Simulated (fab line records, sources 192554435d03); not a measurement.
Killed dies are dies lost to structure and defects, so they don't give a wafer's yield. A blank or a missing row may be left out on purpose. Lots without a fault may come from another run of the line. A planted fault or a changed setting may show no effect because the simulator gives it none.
fab line records | flow n5_finfet
record lots=4 wafers=12 last_day=17
route steps=1938 shown BEOL_M0_SAQP@642 BEOL_M0_CUTY@710 BEOL_M4@1111 PASSIVATION@1936
lots that met no fault: from a run of the same line without faults
start_h: hours from the record's first day to the start of the lot's first wafer shown | wait_h: hours since the lot's step before | " the same as in the row above | L1.1+2: a row that stands for several wafers | - no value, or no start given | * or withheld: withheld | < > ~ a bound
route shown NAME@n: a module of which the file shows steps, and the number in the route of the first | usual: mean/standard deviation of fault-free wafers | same: alike in all rows | chamber/n: place in a boat | sites: the reading at each site | _std_site: their standard deviation | _edge_site: outer sites' mean less inner sites' | radius_mm: how far each site lies from the wafer's centre | mask NAME#n: copy n | behind: the tool/chamber that last shaped the wafer | hold: why the lot was held/for how many hours/how that ended | device: the transistor (n, p or np) that didn't switch | end of line: the same wafers' tests at the end of the route | a step without rows: its recipe alone | killed: dies lost to structure and defects at the first sort, not the wafer's yield | map: a wafer's dies, x killed, . not, _ none there
set.NAME: the setting as run; set.NAME@STEP: as run at that earlier step | model.NAME: the simulator's own value behind a step, which no gauge read
lots at some steps of the route; a table a step, a row a wafer
services: from which hour (start_h, from the record's first day; less than 0 if before it) a tool's chamber was out of use, for how many hours, and why
## steps
# step N5_BEOL_M0_SAQP_COAT_82
# recipe resist=SiARC temp_c=220 time_s=60 spin_rpm=1500 resist_thk_nm=30
# step N5_BEOL_M0_SAQP_COAT_08
# recipe resist=CAR-ArF spin_rpm=1500 resist_thk_nm=90
# step N5_BEOL_M0_SAQP_EBR_10
# recipe solvent=PGMEA ebr_width_mm=1.5
# step N5_BEOL_M0_SAQP_SOFTBAKE_09
# recipe temp_c=110 time_s=60 resist=CAR-ArF
# step N5_BEOL_M0_SAQP_EXPOSE_11
# recipe mask_id=M0_CORE na=1.35 source_shape=dipole sigma_inner=0.538 sigma_outer=0.738 polarization=te target_cd_nm=42 dose_mj=55
# step N5_BEOL_M0_SAQP_PEB_12
# recipe peb_temp_c=withheld peb_time_s=60 resist=CAR-ArF
# step N5_BEOL_M0_SAQP_DEVELOP_13
# recipe develop_time_s=30 developer=TMAH resist=CAR-ArF dev_temp_c=23 rinse_liquid=diw dry=air_spin
# step N5_BEOL_M0_SAQP_DESCUM_19
# recipe chemistry=O2 time_s=7.9 source_power_w=50 bias_power_w=20 pressure_mtorr=20 rf_frequency_hz=2.712e+07 temp_c=40 resist=CAR-ArF o2_flow_sccm=225
# step N5_BEOL_M0_SAQP_ETCH_83
# recipe chemistry=CF4 target=SiARC target_depth_a=390 mask_material=CAR-ArF time_s=65 ion_energy_ev=80 pressure_mtorr=40 source_w=545 bias_w=36 Ar_flow_sccm=100 cf4_flow_sccm=100 ends=cleared
# step N5_BEOL_M0_SAQP_ETCH_84
# recipe chemistry=N2/H2 target=SOC target_depth_a=1000 overetch_a=200 mask_material=SiARC temp_c=40 time_s=150 ion_energy_ev=200 pressure_mtorr=30 source_w=840 bias_w=150 n2_flow_sccm=200 h2_flow_sccm=200
# usual drypump_motor_current_A=5.9/0.36 oes_product_au=0.71/0.084 rf_vpp_V=525.0/2.3 showerhead_plenum_p_Torr=2.58/0.083 throttle_valve_pct=17.88/0.23
# columns lot.wafer tool chamber start_h wait_h drypump_motor_current_A oes_product_au rf_hours_counter_h rf_vpp_V showerhead_plenum_p_Torr throttle_valve_pct
L755.1 rie_diel-01 1 123.42 0.0 5.8 0.63 232 525.1 2.63 18.31
L755.4 " 2 " " 5.8 0.63 238 520.3 2.38 17.90
L755.6 " 1 " " 5.8 0.63 - 524.7 2.63 18.29
L762.4 rie_diel-01 0 162.75 0.0 6.3 0.78 44 526.1 2.61 18.06
L762.5 " 3 " " 5.8 0.78 - 524.5 2.57 17.73
L762.6 " 2 " " 5.9 0.63 - 520.7 2.38 17.92
L763.1 rie_diel-01 0 168.66 0.0 6.3 0.78 46 523.2 2.61 18.08
L763.2 " 3 " " 5.9 0.78 50 526.1 2.57 17.72
L763.5 " 3 " " 5.9 0.79 - 524.2 2.57 17.71
L768.1 rie_diel-02 1 200.58 0.0 5.7 0.82 16 525.6 2.60 17.58
L768.4 " 2 " " 6.1 0.62 216 523.2 2.53 17.82
L768.6 " 0 " " 5.5 0.67 - 525.7 2.64 18.24
# step N5_BEOL_M0_SAQP_STRIP_80
# recipe chemistry=N2/H2 temp_c=40 n2_flow_sccm=200 h2_flow_sccm=200 rf_frequency_hz=6e+07
# step N5_BEOL_M0_SAQP_HM_OPEN_112
# recipe chemistry=CHF3/O2 target=SiO2 stop_on=a-Si target_depth_a=120 over_etch_frac=1.25 mask_material=SOC time_s=13.5 pressure_mtorr=30 source_w=650 bias_w=170 Ar_flow_sccm=200 CHF3_flow_sccm=50 O2_flow_sccm=5 ion_energy_ev=200 ends=end_point
# step N5_BEOL_M0_SAQP_STRIP_113
# recipe chemistry=CHF3/O2 resist=SiARC rf_frequency_hz=6e+07
# step N5_BEOL_M0_SAQP_MANDREL_ETCH_20
# recipe target_depth_a=600 chemistry=HBr/Cl2 target=a-Si stop_on=SiNx bt_time_s=10 mask_material=SOC over_etch_frac=0.5 time_s=30 pressure_mtorr=10 icp_w=800 bias_w=75 HBr_flow_sccm=150 Cl2_flow_sccm=80 ends=end_point
# step N5_BEOL_M0_SAQP_STRIP_86
# recipe chemistry=N2/H2 power_w=500 temp_c=40 pressure_mtorr=50 rf_frequency_hz=6e+07 overash_fraction=0.3 bias_power_w=28 h2_frac=0.5 n2_flow_sccm=300 h2_flow_sccm=300
# step N5_BEOL_M0_SAQP_STRIP_115
# recipe chemistry=post_etch_residue_remover time_s=60 temp_c=25 remover_ph=withheld remover_water_wt_pct=withheld remover_fluoride_wt_pct=withheld
# step N5_BEOL_M0_SAQP_SRD_93
# recipe dry=ipa_marangoni time_s=30 temp_c=23 rinse_liquid=diw
# step N5_BEOL_M0_SAQP_RECESS_114
# recipe chemistry=HF/NH3 target=SiO2 target_depth_a=144 afs_cycles=3 temp_c=30 sublimation_temp_c=180 sublimation_time_s=60
# step N5_BEOL_M0_SAQP_SPACER1_ALD_98
# recipe material=SiO2 target_thk_a=128 temp_c=300 ald_precursor_family=BDEAS ald_co_reactant=O2-plasma pulse_time_s=1 purge_time_s=2 co_reactant_purge_time_s=2 ald_cycles=138 pressure_torr=2
# step N5_BEOL_M0_SAQP_SPACER1_ETCHBACK_99
# recipe chemistry=CHF3/O2 mode=anisotropic_etchback target=SiO2 target_depth_a=154 time_s=7.7 pressure_mtorr=30 source_w=650 bias_w=170 Ar_flow_sccm=200 CHF3_flow_sccm=50 O2_flow_sccm=5 ion_energy_ev=200
# step N5_BEOL_M0_SAQP_MANDREL1_REMOVE_100
# recipe chemistry=HBr/Cl2/O2 bt_time_s=10 target=a-Si stop_on=SiNx endpoint=OES-SiCl over_etch_frac=0.85 icp_w=600 bias_w=30 HBr_flow_sccm=150 Cl2_flow_sccm=80 O2_flow_sccm=5 pressure_mtorr=10
# step N5_BEOL_M0_SAQP_ETCH_101
# recipe chemistry=CH3F/O2 target=SiNx mask_material=SiO2 target_depth_a=299 time_s=42.7 pressure_mtorr=30 source_w=395 bias_w=73 Ar_flow_sccm=150 CH3F_flow_sccm=30 O2_flow_sccm=20 ion_energy_ev=120
# step N5_BEOL_M0_SAQP_ETCH_102
# recipe chemistry=CF4 target=SiO2 target_depth_a=40 ion_energy_ev=350 time_s=4.4 pressure_mtorr=10 icp_w=800 bias_w=400 cf4_flow_sccm=80
# step N5_BEOL_M0_SAQP_MANDREL_ETCH_103
# recipe chemistry=HBr/Cl2 target=a-Si target_depth_a=450 bt_time_s=10 stop_on=SiCN mask_material=SiO2 over_etch_frac=0.8 time_s=27 pressure_mtorr=10 icp_w=800 bias_w=75 HBr_flow_sccm=150 Cl2_flow_sccm=80 ends=end_point
# step N5_BEOL_M0_SAQP_RECESS_104
# recipe chemistry=HF/NH3 target=SiO2 target_depth_a=180 afs_cycles=3 temp_c=30 sublimation_temp_c=180 sublimation_time_s=60
# step N5_BEOL_M0_SAQP_COAT_105
# recipe resist=SOC temp_c=250 time_s=60 spin_rpm=1500 resist_thk_nm=100
# step N5_BEOL_M0_SAQP_ETCH_106
# recipe chemistry=N2/H2 target=SOC target_depth_a=1500 stop_on=SiNx ion_energy_ev=100 bias_w=61 pressure_mtorr=30 source_w=850 n2_flow_sccm=200 h2_flow_sccm=200
# step N5_BEOL_M0_SAQP_ETCH_107
# recipe chemistry=CH3F/O2 target=SiNx target_depth_a=300 mask_material=SOC pressure_mtorr=30 source_w=395 bias_w=73 Ar_flow_sccm=150 CH3F_flow_sccm=30 O2_flow_sccm=20 ion_energy_ev=120
# step N5_BEOL_M0_SAQP_STRIP_108
# recipe chemistry=N2/H2 power_w=500 temp_c=40 pressure_mtorr=50 rf_frequency_hz=6e+07 overash_fraction=0.3 bias_power_w=28 h2_frac=0.5 n2_flow_sccm=300 h2_flow_sccm=300
# step N5_BEOL_M0_SAQP_RECESS_109
# recipe chemistry=HF/NH3 target=SiO2 target_depth_a=30 afs_cycles=1 temp_c=30 sublimation_temp_c=180 sublimation_time_s=60
# step N5_BEOL_M0_SAQP_SPACER2_ALD_26
# recipe material=SiO2 target_thk_a=150 temp_c=300 ald_precursor_family=BDEAS ald_co_reactant=O2-plasma pulse_time_s=1 purge_time_s=2 co_reactant_purge_time_s=2 pressure_torr=2
# step N5_BEOL_M0_SAQP_SPACER2_ETCHBACK_27
# recipe chemistry=CHF3/O2 mode=anisotropic_etchback target=SiO2 target_depth_a=225 time_s=11.25 pressure_mtorr=30 source_w=650 bias_w=170 Ar_flow_sccm=200 CHF3_flow_sccm=50 O2_flow_sccm=5 ion_energy_ev=200
# step N5_BEOL_M0_SAQP_MANDREL2_REMOVE_110
# recipe chemistry=HBr/Cl2/O2 bt_time_s=10 target=a-Si stop_on=SiCN endpoint=OES-SiCl over_etch_frac=1 icp_w=600 bias_w=30 HBr_flow_sccm=150 Cl2_flow_sccm=80 O2_flow_sccm=5 pressure_mtorr=10
# step N5_BEOL_M0_SAQP_COAT_69
# recipe resist=SOC temp_c=250 time_s=60 spin_rpm=1500 resist_thk_nm=90
# step N5_BEOL_M0_SAQP_COAT_72
# recipe resist=SiARC temp_c=220 time_s=60 spin_rpm=1500 resist_thk_nm=15
# step N5_BEOL_M0_SAQP_COAT_87
# recipe resist=underlayer temp_c=205 time_s=60 spin_rpm=1500 resist_thk_nm=5
# step N5_BEOL_M0_SAQP_COAT_34
# recipe resist=CAR-EUV spin_rpm=1500 resist_thk_nm=30
# step N5_BEOL_M0_SAQP_INSPECT_42
# recipe mode=adi inspect_instrument=brightfield
# usual raw_defect_count=336/110
# columns lot.wafer tool chamber start_h wait_h raw_defect_count
L755.1 defect_inspect-02 - 127.25 0.1 608
L755.4 " - " " 560
L755.6 " - " " 607
L762.4 defect_inspect-02 - 166.61 0.0 1303
L762.5 " - " " 531
L762.6 " - " " 325
L763.1 defect_inspect-01 - 172.34 0.1 1285
L763.2 " - " " 291
L763.5 " - " " 196
L768.1 defect_inspect-01 - 205.13 0.1 252
L768.4 " - " " 270
L768.6 " - " " 169
# step N5_BEOL_M0_CUTY_INSPECT_59
# recipe mode=adi inspect_instrument=macro
# usual raw_defect_count=2.0/1.5
# columns lot.wafer tool chamber start_h wait_h raw_defect_count
L755.1 defect_inspect-01 - 128.80 0.0 2
L755.4 " - " " 4
L755.6 " - " " 0
L762.4 defect_inspect-01 - 168.00 0.0 >300
L762.5 " - " " 2
L762.6 " - " " 4
L763.1 defect_inspect-02 - 173.61 0.0 >300
L763.2 " - " " 2
L763.5 " - " " 2
L768.1 defect_inspect-02 - 206.77 0.0 0
L768.4 " - " " 2
L768.6 " - " " 5
# step N5_BEOL_M4_RC_MEAS_101
# usual DIBL_N=36.0/2.2 DIBL_P=36.2/2.4 IOFF_N=0.16/0.035 IOFF_P=0.21/0.037 ION_N=672/13 ION_P=461/7 SS_N=71.4/0.69 SS_P=73.2/0.75 VT_N=250/3.4 VT_P=-251/3
# columns lot.wafer tool chamber start_h wait_h DIBL_N[mV/V] DIBL_P[mV/V] IOFF_N[nA/um] IOFF_P[nA/um] ION_N[uA/um] ION_P[uA/um] SS_N[mV/dec] SS_P[mV/dec] VT_N[mV] VT_P[mV]
L755.1 prober-01 0 202.39 0.0 38.2 37.7 0.19 0.24 680 462 71.8 74.0 246 -247
L755.4 " 0 " " 36.0 35.7 0.15 0.21 675 462 71.6 73.1 248 -253
L755.6 " 0 " " 35.5 33.4 0.13 0.17 665 453 71.6 72.9 251 -254
L762.4 prober-02 0 261.53 0.5 38.8 40.7 0.18 0.24 673 463 71.8 73.6 249 -246
L762.5 " 0 " " 37.5 39.5 0.16 0.21 654 452 72.1 73.4 250 -254
L762.6 " 0 " " 41.8 43.7 0.25 0.29 689 473 72.7 74.8 245 -244
L763.1 prober-02 0 264.42 0.0 35.7 36.6 0.16 0.26 674 473 71.2 73.6 250 -249
L763.2 " 0 " " 36.3 35.6 0.16 0.24 670 464 71.5 73.7 248 -247
L763.5 " 0 " " 34.7 33.7 0.14 0.21 664 467 71.6 72.2 252 -249
L768.1 prober-02 0 299.45 0.0 37.9 40.2 0.21 0.28 686 467 71.3 74.3 245 -246
L768.4 " 0 " " 34.5 35.1 0.14 0.20 656 456 71.1 73.0 249 -252
L768.6 " 0 " " 35.7 37.1 0.16 0.22 665 457 70.9 73.1 249 -248
# step N5_PASSIVATION_PROBE_49
# usual defect_limited_yield=91.2/1.4 killed_at_M0_to_M3=34/9.4 killed_at_M4_up=14/5.6 killed_at_contacts=13/7.8 killed_at_front_end=37/10 killed_at_other=4/3.3 killed_dies=103/17 killed_on_rim=14/3.5 killed_open=68/13 killed_short=33/8.2 sort_bin_4_leakage=0.00/0.0071 sort_bin_5_function=5.1/0.92 sort_bin_6_memory=3.3/0.71 sort_n_pass=1077/17 sort_yield_pct=91.2/1.4
# same gross_dies=1180 killed_at_back_side=0 sort_bin_8_speed[%]=0
# columns lot.wafer tool chamber start_h wait_h defect_limited_yield[%] killed_at_M0_to_M3 killed_at_M4_up killed_at_contacts killed_at_front_end killed_at_other killed_dies killed_on_rim killed_open killed_short sort_bin_4_leakage[%] sort_bin_5_function[%] sort_bin_6_memory[%] sort_n_pass sort_yield_pct[%]
L755.1 prober-01 - 309.23 0.0 90.8 32 13 15 44 4 108 13 60 41 0 4.7 3.1 1072 90.8
L755.4 prober-01 - 309.38 0.2 91.5 32 17 11 36 4 100 14 65 35 0 4.7 3.5 1080 91.5
L755.6 prober-01 - 309.48 0.3 92.4 32 13 10 30 5 90 15 61 27 0 4.2 3.5 1090 92.4
L762.4 prober-01 - 362.92 0.2 79.5 172 12 15 39 4 242 28 67 39 0 12.3 4.7 938 79.5
L763.1 prober-02 - 372.54 0.0 79.7 175 9 24 30 1 239 21 68 35 0 12.4 4.2 941 79.7
L763.2 prober-02 - 372.59 0.1 91.2 39 11 19 35 0 104 11 64 39 0 5.3 3.3 1076 91.2
L763.5 prober-02 - 372.74 0.2 91.4 40 18 15 26 3 102 16 75 27 0 5.3 3.4 1078 91.4
L768.1 prober-01 - 409.87 0.0 92.5 28 7 7 45 2 89 13 70 19 0 4.2 3.0 1091 92.5
L768.4 prober-01 - 410.02 0.2 91.3 25 12 9 56 1 103 20 63 34 0 4.9 3.1 1077 91.3
L768.6 prober-01 - 410.12 0.3 93.6 27 6 11 30 2 76 9 51 25 0 3.2 2.7 1104 93.6
# killed by level:class
L755.1 MOL_CONTACT_COAG:geometric_particle:open=11 BEOL_M2:geometric_particle:open=9 FIN_SAQP:geometric_particle:short=7 STI_FIN_REVEAL:geometric_particle:open=7 BEOL_M4:geometric_particle:open=7 HKMG_FIN:area_etch=7 BEOL_M0_SAQP:geometric_particle:short=6 ILD0:geometric_particle:short=5
L755.4 MOL_CONTACT_COAG:geometric_particle:open=10 STI_FIN_REVEAL:geometric_particle:open=8 FIN_SAQP:geometric_particle:short=7 BEOL_M2:geometric_particle:short=7 FIN_SAQP:geometric_particle:open=6 BEOL_M2:geometric_particle:open=6 BEOL_M4:geometric_particle:open=6 BEOL_M7:geometric_particle:open=6
L755.6 BEOL_M3:geometric_particle:open=10 MOL_CONTACT_COAG:geometric_particle:open=8 BEOL_M2:geometric_particle:open=8 GATE_CUT:geometric_particle:short=6 BEOL_M0:geometric_particle:open=6 DUMMY_GATE:geometric_particle:open=4 BEOL_M4:geometric_particle:open=4 STARTING-WAFER:geometric_particle:short=4
L762.4 BEOL_M0_SAQP:unspecified=135 MOL_CONTACT_COAG:geometric_particle:open=13 STI_FIN_REVEAL:geometric_particle:open=9 BEOL_M0_SAQP:geometric_particle:short=8 BEOL_M0_SAQP:geometric_particle:open=7 GATE_CUT:geometric_particle:short=6 FIN_SAQP:geometric_particle:short=5 DUMMY_GATE:geometric_particle:open=5
L763.1 BEOL_M0_SAQP:unspecified=136 MOL_CONTACT_COAG:geometric_particle:open=20 BEOL_M0_SAQP:geometric_particle:short=15 BEOL_M0_SAQP:geometric_particle:open=10 GATE_CUT:geometric_particle:open=9 STI_FIN_REVEAL:geometric_particle:open=6 GATE_CUT:geometric_particle:short=6 FIN_SAQP:geometric_particle:short=4
L763.2 BEOL_M3:geometric_particle:open=16 MOL_CONTACT_COAG:geometric_particle:open=13 FIN_SAQP:geometric_particle:short=10 BEOL_M0_SAQP:geometric_particle:short=9 GATE_CUT:geometric_particle:short=7 MOL_CONTACT_COAG:geometric_particle:short=6 BEOL_M0_SAQP:geometric_particle:open=5 BEOL_M2:geometric_particle:open=4
L763.5 MOL_CONTACT_COAG:geometric_particle:open=13 BEOL_M2:geometric_particle:open=9 BEOL_M3:geometric_particle:open=7 BEOL_M0_SAQP:geometric_particle:open=7 BEOL_M0_SAQP:geometric_particle:short=7 FIN_SAQP:geometric_particle:open=6 BEOL_M1:geometric_particle:open=6 GATE_CUT:geometric_particle:open=5
L768.1 STI_FIN_REVEAL:geometric_particle:open=18 BEOL_M1:geometric_particle:open=10 FIN_SAQP:geometric_particle:open=9 GATE_CUT:geometric_particle:open=6 MOL_CONTACT_COAG:geometric_particle:open=6 BEOL_M0_SAQP:geometric_particle:short=5 FIN_SAQP:geometric_particle:short=4 BEOL_M0_SAQP:geometric_particle:open=3
L768.4 FIN_SAQP:geometric_particle:open=12 FIN_SAQP:geometric_particle:short=11 STI_FIN_REVEAL:geometric_particle:open=11 BEOL_M0_SAQP:geometric_particle:open=9 MOL_CONTACT_COAG:geometric_particle:open=8 BEOL_M0_SAQP:geometric_particle:short=5 BEOL_M2:geometric_particle:open=5 HKMG_FIN:area_etch=5
L768.6 STI_FIN_REVEAL:geometric_particle:open=12 BEOL_M2:geometric_particle:open=10 MOL_CONTACT_COAG:geometric_particle:open=8 BEOL_M0_SAQP:geometric_particle:open=6 BEOL_M1:geometric_particle:open=5 BEOL_M0_SAQP:geometric_particle:short=4 FIN_SAQP:geometric_particle:short=3 DUMMY_GATE:geometric_particle:open=3
# map L762.4 (x killed, . not)
_________________......x.x...________________
______________x................._____________
___________.x....x...x............x__________
__________.x..............x......x.._________
________...........x..x...xx.......x.._______
_______...x...x...x.x..................______
______.................................._____
_____...................x...x...x...x....____
____.....x.........x...x....x.............___
___x...........................x.........x.__
___.........................x..............__
__x...x.........x.x....x.......xx......x...x_
__x...xx..........x..x.........x............_
_.x...........x.x..........x......x.x....x...
_....................x.................x..x..
_......x.....x...............................
_..................x........................x
_.....x.xx...x............x.x................
_.............x............x...........x.....
_x.........x........x...xx...........x.......
_.....x.......................x..x...........
__..x.xx.x..........xx.............x........_
__..x............xxxxxxx.................x.._
___.........x.x.x.xxxx.............x.......__
___x..........x..xxxxxxxx..x...............__
____.........x.xxxxxxxxx.x.xx.........x...___
_____.........xxxxxxxxxxxxxx.............____
______.......xxxxxxxxxxxxxxxx..xxx......_____
_______..xx.xxxxxxxxxxxxxx......x......______
________...xx.xxxxxxxxxxxxx..........._______
__________x.xxxxxxxxxxxxxxxxx......._________
___________...xxxxxxxxxxxxx........__________
______________x.xxxxxxxxxx.xx..._____________
_________________x..xxxx.x...________________
# map L763.1 (x killed, . not)
_________________....x.x.....________________
______________......xx.........._____________
___________.....x...x..............__________
__________...x.................x...._________
________.........x.xx................._______
_______.............x..x..........x....______
______.................................._____
_____.x........xx.........x.....x.x......____
____..................xx....x....x........___
___...x....................x...........xx..__
___...x..................x.....x...........__
__....x...x.x......................x........_
__.x...x........x..........................._
_............x...............................
_............................................
_....x.....x..............x...........x..x...
_......x.....xx..........x......x............
_..........x........x.......x.......x........
_....x..........x........x.x.....x...........
_...............................x..x......x..
_.......xx................x................x.
__...x..x..x....x....x.................x...._
__.........x.....x..xx.......x......x......._
___......x......xxxxxxxx.xx................__
___..........x..xxxxxxxxxxxx......xx.xxx...__
____............xxxxxxxxxxx.x..x...x...xx.___
_____x....x..xxxxxxxxxxxxx.x.............____
______....xxx.xxxxxxxxxxxxxxx..x.x......_____
_______......xxxxxxxxxxxxxxxx..........______
________......xxxxxxxxxxxxxxx........._______
__________.x.x.xxxxxxxxxxxxx.....x.._________
___________...xxxxxxxxxxxxx.x.....x__________
______________.xxxxxxxxxx.....x._____________
_________________xxxxx.xxx...________________
## services
# columns tool chamber start_h hours kind
rie_diel-02 1 138.98 - clean
rie_diel-02 1 138.98 - consumable_replace:focus_ring
rie_diel-02 1 138.98 11.9 scheduled_down
rie_diel-02 1 138.98 11.9 vent_cycle
rie_diel-01 3 144.44 4.0 repair
rie_diel-01 2 168.39 - clean
rie_diel-01 2 168.39 - consumable_replace:focus_ring
rie_diel-01 2 168.39 - consumable_replace:showerhead
rie_diel-01 2 168.39 21.4 scheduled_down
rie_diel-01 2 168.39 21.4 vent_cycle
rie_diel-02 2 177.07 8.7 repair
rie_diel-01 1 189.91 - clean
rie_diel-01 1 189.91 - consumable_replace:focus_ring
rie_diel-01 1 189.91 30.6 scheduled_down
rie_diel-01 1 189.91 30.6 vent_cycle
## key
first_sign step=N5_BEOL_M0_SAQP_INSPECT_42 reading=raw_defect_count direction=up sigmas=8.5 usual=336 struck=1294
effect step=N5_BEOL_M0_CUTY_INSPECT_59 reading=raw_defect_count direction=up sigmas=99+ usual=2.0 struck=>300
effect step=N5_PASSIVATION_PROBE_49 reading=killed_at_M0_to_M3 direction=up sigmas=15 usual=34 struck=174
more_kills_born_at N5_BEOL_M0_SAQP_ETCH_84@rie_diel-01=271
met_at N5_BEOL_M0_SAQP_ETCH_84
struck_wafers L762.4,L763.1
fault kind=chamber_particle_source tool=rie_diel-01 chamber=0 onset_h=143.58 steps=N5_BEOL_M0_SAQP_ETCH_84 rate_per_visit_cm2=1.5164 end_h=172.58
